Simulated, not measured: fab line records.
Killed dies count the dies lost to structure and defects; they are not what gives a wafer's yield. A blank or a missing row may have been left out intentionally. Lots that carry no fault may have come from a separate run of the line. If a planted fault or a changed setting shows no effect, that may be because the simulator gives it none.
Which tool did it? :: flow n5 finfet :: 10 lots, 30 wafers sampled, at 5 steps of a route of 1938

WHAT EACH GAUGE READ, for each wafer
No reading from a measuring or inspecting step in the record can be judged against a usual standard deviation.

WHAT TOOL EACH LOT RAN ON (gives the tool, then ch and the chambers of the sampled wafers, and finally the start)
lot: L484
N5_MOL_CONTACT_COAG_STRIP_72: rie diel-05 ch 0,2, day 5 09:56
N5_MIM_BOT_ETCH_ETCH_04: rie diel-02 ch 1,2, day 11 14:55
N5_PASSIVATION_PECVD_01: pecvd-02 ch 1,2, day 11 15:46
N5_PASSIVATION_AL_DEP_21: pvd sputter-03, day 11 18:52
N5_PASSIVATION_PROBE_49: -

lot: L485
N5_MOL_CONTACT_COAG_STRIP_72: rie diel-01 ch 0,1,3, day 5 11:05
N5_MIM_BOT_ETCH_ETCH_04: rie diel-05 ch 0,1,2, day 12 05:03
N5_PASSIVATION_PECVD_01: pecvd-04 ch 0,1,2, day 12 05:54
N5_PASSIVATION_AL_DEP_21: pvd sputter-01, day 12 08:31
N5_PASSIVATION_PROBE_49: -

lot: L489
N5_MOL_CONTACT_COAG_STRIP_72: rie diel-02 ch 0,3, day 6 12:40
N5_MIM_BOT_ETCH_ETCH_04: rie diel-01 ch 1,2, day 13 11:43
N5_PASSIVATION_PECVD_01: pecvd-02 ch 0,2, day 13 12:34
N5_PASSIVATION_AL_DEP_21: pvd sputter-02, day 13 15:58
N5_PASSIVATION_PROBE_49: -

lot: L490
N5_MOL_CONTACT_COAG_STRIP_72: rie diel-02 ch 1,2,3, day 6 17:33
N5_MIM_BOT_ETCH_ETCH_04: rie diel-02 ch 0,2,3, day 13 10:28
N5_PASSIVATION_PECVD_01: pecvd-02 ch 0,1, day 13 11:20
N5_PASSIVATION_AL_DEP_21: pvd sputter-01, day 13 15:35
N5_PASSIVATION_PROBE_49: -

lot: L497
N5_MOL_CONTACT_COAG_STRIP_72: rie diel-02 ch 0,2,3, day 8 15:41
N5_MIM_BOT_ETCH_ETCH_04: rie diel-05 ch 1,2,3, day 15 02:59
N5_PASSIVATION_PECVD_01: pecvd-01 ch 1,2, day 15 03:53
N5_PASSIVATION_AL_DEP_21: pvd sputter-01, day 15 05:49
N5_PASSIVATION_PROBE_49: prober-01, day 15 11:44

lot: L498
N5_MOL_CONTACT_COAG_STRIP_72: rie diel-02 ch 0,1,2, day 8 18:02
N5_MIM_BOT_ETCH_ETCH_04: rie diel-01 ch 0,1,2, day 16 05:59
N5_PASSIVATION_PECVD_01: pecvd-02 ch 0,2, day 16 06:53
N5_PASSIVATION_AL_DEP_21: pvd sputter-02, day 16 09:14
N5_PASSIVATION_PROBE_49: prober-02, day 16 15:10

lot: L501
N5_MOL_CONTACT_COAG_STRIP_72: rie diel-01 ch 0,1,2, day 9 12:39
N5_MIM_BOT_ETCH_ETCH_04: rie diel-01 ch 0,2,3, day 16 04:42
N5_PASSIVATION_PECVD_01: pecvd-04 ch 0,2, day 16 05:37
N5_PASSIVATION_AL_DEP_21: pvd sputter-02, day 16 08:27
N5_PASSIVATION_PROBE_49: prober-01, day 16 14:23

lot: L505
N5_MOL_CONTACT_COAG_STRIP_72: rie diel-05 ch 1,2, day 10 11:08
N5_MIM_BOT_ETCH_ETCH_04: rie diel-02 ch 0,2,3, day 17 17:46
N5_PASSIVATION_PECVD_01: pecvd-01 ch 0,1,2, day 17 18:39
N5_PASSIVATION_AL_DEP_21: pvd sputter-02, day 17 21:18
N5_PASSIVATION_PROBE_49: -

lot: L506
N5_MOL_CONTACT_COAG_STRIP_72: rie diel-05 ch 1,2,3, day 10 23:16
N5_MIM_BOT_ETCH_ETCH_04: rie diel-05 ch 1,2,3, day 17 22:49
N5_PASSIVATION_PECVD_01: pecvd-02 ch 0,1,2, day 18 00:03
N5_PASSIVATION_AL_DEP_21: pvd sputter-02, day 18 01:37
N5_PASSIVATION_PROBE_49: -

lot: L507
N5_MOL_CONTACT_COAG_STRIP_72: rie diel-05 ch 1,2,3, day 11 01:17
N5_MIM_BOT_ETCH_ETCH_04: rie diel-02 ch 1,3, day 18 03:31
N5_PASSIVATION_PECVD_01: pecvd-02 ch 0,1, day 18 04:46
N5_PASSIVATION_AL_DEP_21: pvd sputter-02, day 18 06:25
N5_PASSIVATION_PROBE_49: -
- N5_MOL_CONTACT_COAG_STRIP_72: strips in N2/H2.
- N5_MIM_BOT_ETCH_ETCH_04: etches SiNx in CF4/O2, target depth 26 nm, time 13 s.
- N5_PASSIVATION_PECVD_01: deposits SiNx from SiH4/NH3/N2, target thk 200 nm, time 43.2 s.
- N5_PASSIVATION_AL_DEP_21: deposits Al, target thk 2800 nm, time 170 s.
- N5_PASSIVATION_PROBE_49

WHAT THE TOOLS THEMSELVES READ (means of the sampled wafers that have a number; where no wafer has one, the mark that the record gives instead)
N5_MOL_CONTACT_COAG_STRIP_72.
lot: L484
tool: rie diel-05
drypump motor current A (A): 5.1
oes product au (a.u.): 0.73
rf vpp V (V): 60.3
showerhead plenum p Torr (Torr): 2.47
throttle valve pct (%): 23.66

lot: L485
tool: rie diel-01
drypump motor current A (A): 5.7
oes product au (a.u.): 0.79
rf vpp V (V): 58.3
showerhead plenum p Torr (Torr): 2.51
throttle valve pct (%): 23.59

lot: L489
tool: rie diel-02
drypump motor current A (A): 5.8
oes product au (a.u.): 0.79
rf vpp V (V): 59.5
showerhead plenum p Torr (Torr): 2.49
throttle valve pct (%): 23.49

lot: L490
tool: rie diel-02
drypump motor current A (A): 6.0
oes product au (a.u.): 0.75
rf vpp V (V): 61.6
showerhead plenum p Torr (Torr): 2.55
throttle valve pct (%): 23.63

lot: L497
tool: rie diel-02
drypump motor current A (A): 5.8
oes product au (a.u.): 0.76
rf vpp V (V): 60.2
showerhead plenum p Torr (Torr): 2.51
throttle valve pct (%): 23.67

lot: L498
tool: rie diel-02
drypump motor current A (A): 5.9
oes product au (a.u.): 0.74
rf vpp V (V): 59.0
showerhead plenum p Torr (Torr): 2.51
throttle valve pct (%): 23.68

lot: L501
tool: rie diel-01
drypump motor current A (A): 6.0
oes product au (a.u.): 0.83
rf vpp V (V): 57.8
showerhead plenum p Torr (Torr): 2.49
throttle valve pct (%): 23.51

lot: L505
tool: rie diel-05
drypump motor current A (A): 5.4
oes product au (a.u.): 0.79
rf vpp V (V): 60.1
showerhead plenum p Torr (Torr): 2.44
throttle valve pct (%): 23.58

lot: L506
tool: rie diel-05
drypump motor current A (A): 5.6
oes product au (a.u.): 0.77
rf vpp V (V): 58.2
showerhead plenum p Torr (Torr): 2.46
throttle valve pct (%): 23.65

lot: L507
tool: rie diel-05
drypump motor current A (A): 5.6
oes product au (a.u.): 0.77
rf vpp V (V): 59.4
showerhead plenum p Torr (Torr): 2.46
throttle valve pct (%): 23.66

N5_MIM_BOT_ETCH_ETCH_04.
lot: L484
tool: rie diel-02
drypump motor current A (A): 6.0
oes product au (a.u.): 0.71
rf vpp V (V): 239.8
showerhead plenum p Torr (Torr): 2.19
throttle valve pct (%): 16.28

lot: L485
tool: rie diel-05
drypump motor current A (A): 5.4
oes product au (a.u.): 0.84
rf vpp V (V): 240.1
showerhead plenum p Torr (Torr): 2.14
throttle valve pct (%): 15.79

lot: L489
tool: rie diel-01
drypump motor current A (A): 5.7
oes product au (a.u.): 0.92
rf vpp V (V): 241.0
showerhead plenum p Torr (Torr): 2.16
throttle valve pct (%): 15.86

lot: L490
tool: rie diel-02
drypump motor current A (A): 5.8
oes product au (a.u.): 0.73
rf vpp V (V): 239.2
showerhead plenum p Torr (Torr): 2.17
throttle valve pct (%): 16.19

lot: L497
tool: rie diel-05
drypump motor current A (A): 5.6
oes product au (a.u.): 0.83
rf vpp V (V): 242.0
showerhead plenum p Torr (Torr): 2.14
throttle valve pct (%): 15.99

lot: L498
tool: rie diel-01
drypump motor current A (A): 6.0
oes product au (a.u.): 0.84
rf vpp V (V): 240.9
showerhead plenum p Torr (Torr): 2.14
throttle valve pct (%): 15.89

lot: L501
tool: rie diel-01
drypump motor current A (A): 5.7
oes product au (a.u.): 0.85
rf vpp V (V): 240.5
showerhead plenum p Torr (Torr): 2.15
throttle valve pct (%): 15.91

lot: L505
tool: rie diel-02
drypump motor current A (A): 5.8
oes product au (a.u.): 0.70
rf vpp V (V): 239.4
showerhead plenum p Torr (Torr): 2.16
throttle valve pct (%): 16.25

lot: L506
tool: rie diel-05
drypump motor current A (A): 5.6
oes product au (a.u.): 0.90
rf vpp V (V): 243.4
showerhead plenum p Torr (Torr): 2.21
throttle valve pct (%): 15.88

lot: L507
tool: rie diel-02
drypump motor current A (A): 6.1
oes product au (a.u.): 0.68
rf vpp V (V): 242.2
showerhead plenum p Torr (Torr): 2.18
throttle valve pct (%): 16.02

N5_PASSIVATION_PECVD_01.
lot: L484
tool: pecvd-02
heater power w (W): 516
showerhead plenum p Torr (Torr): 8.62
throttle valve pct (%): 29.0

lot: L485
tool: pecvd-04
heater power w (W): 368
showerhead plenum p Torr (Torr): 8.71
throttle valve pct (%): 29.0

lot: L489
tool: pecvd-02
heater power w (W): 409
showerhead plenum p Torr (Torr): 8.63
throttle valve pct (%): 28.9

lot: L490
tool: pecvd-02
heater power w (W): 430
showerhead plenum p Torr (Torr): 8.67
throttle valve pct (%): 29.6

lot: L497
tool: pecvd-01
heater power w (W): 318
showerhead plenum p Torr (Torr): 8.67
throttle valve pct (%): 28.5

lot: L498
tool: pecvd-02
heater power w (W): 332
showerhead plenum p Torr (Torr): 8.61
throttle valve pct (%): 29.0

lot: L501
tool: pecvd-04
heater power w (W): 507
showerhead plenum p Torr (Torr): 8.69
throttle valve pct (%): 30.5

lot: L505
tool: pecvd-01
heater power w (W): 395
showerhead plenum p Torr (Torr): 8.64
throttle valve pct (%): 29.6

lot: L506
tool: pecvd-02
heater power w (W): 437
showerhead plenum p Torr (Torr): 8.62
throttle valve pct (%): 29.4

lot: L507
tool: pecvd-02
heater power w (W): 359
showerhead plenum p Torr (Torr): 8.67
throttle valve pct (%): 30.0

N5_PASSIVATION_AL_DEP_21.
lot: L484
tool: pvd sputter-03
cathode dc power W (W): 30000
chamber pressure pa (Pa): 0.4002
throttle valve pct (%): 30.2

lot: L485
tool: pvd sputter-01
cathode dc power W (W): 30000
chamber pressure pa (Pa): 0.4007
throttle valve pct (%): 30.2

lot: L489
tool: pvd sputter-02
cathode dc power W (W): 30004
chamber pressure pa (Pa): 0.3997
throttle valve pct (%): 30.5

lot: L490
tool: pvd sputter-01
cathode dc power W (W): 30002
chamber pressure pa (Pa): 0.3996
throttle valve pct (%): 30.3

lot: L497
tool: pvd sputter-01
cathode dc power W (W): 30004
chamber pressure pa (Pa): 0.4005
throttle valve pct (%): 30.0

lot: L498
tool: pvd sputter-02
cathode dc power W (W): 30004
chamber pressure pa (Pa): 0.4007
throttle valve pct (%): 30.7

lot: L501
tool: pvd sputter-02
cathode dc power W (W): 30001
chamber pressure pa (Pa): 0.3998
throttle valve pct (%): 30.8

lot: L505
tool: pvd sputter-02
cathode dc power W (W): 29997
chamber pressure pa (Pa): 0.4010
throttle valve pct (%): 30.8

lot: L506
tool: pvd sputter-02
cathode dc power W (W): 30003
chamber pressure pa (Pa): 0.4002
throttle valve pct (%): 30.9

lot: L507
tool: pvd sputter-02
cathode dc power W (W): 30003
chamber pressure pa (Pa): 0.3997
throttle valve pct (%): 30.8

N5_PASSIVATION_PROBE_49.
lot: L497
tool: prober-01
defect limited yield (%): 85.7
killed_at_M0_to_M3: 18
killed_at_M4_up: 10
killed at contacts: 104
killed at front end: 32
killed at other: 5
killed dies: 169
killed on rim: 28
killed open: 45
killed short: 28
sort_bin_5_function (%): 9.0
sort_bin_6_memory (%): 3.3
sort n pass: 1011
sort yield pct (%): 85.7

lot: L498
tool: prober-02
defect limited yield (%): 84.4
killed_at_M0_to_M3: 30
killed_at_M4_up: 9
killed at contacts: 107
killed at front end: 36
killed at other: 1
killed dies: 184
killed on rim: 27
killed open: 63
killed short: 28
sort_bin_5_function (%): 9.8
sort_bin_6_memory (%): 3.3
sort n pass: 996
sort yield pct (%): 84.4

lot: L501
tool: prober-01
defect limited yield (%): 93.2
killed_at_M0_to_M3: 30
killed_at_M4_up: 14
killed at contacts: 11
killed at front end: 24
killed at other: 2
killed dies: 80
killed on rim: 12
killed open: 50
killed short: 29
sort_bin_5_function (%): 4.2
sort_bin_6_memory (%): 2.4
sort n pass: 1100
sort yield pct (%): 93.2

THE ANSWER, worked out from the rows above alone
Rule: the usual values come from the lots themselves. Put in order of their means at a reading, lots are off if they are a third of the lots or fewer, leave a main group of 4 or more, and stand apart from it by a gap of 3 or more times the standard deviation of the main group's means; of several such gaps the widest counts. Not used: any main group whose means are identical at the precision the tables above print for the reading. Also off: a lot with no number at a reading for which 4 or more lots have one. Where the step has rows for the other lots, those lots are counted as sound. The gauges are gone through in route order, then the tools' own readings, and for those a lot's mean is taken as printed above. The first step at which some lot is off is used, and at that step the reading that is off furthest; a lot without a number counts as furthest.
Nothing can be told from this: no lot is off at any reading shown.

WHAT THE SIMULATOR HAD INSERTED
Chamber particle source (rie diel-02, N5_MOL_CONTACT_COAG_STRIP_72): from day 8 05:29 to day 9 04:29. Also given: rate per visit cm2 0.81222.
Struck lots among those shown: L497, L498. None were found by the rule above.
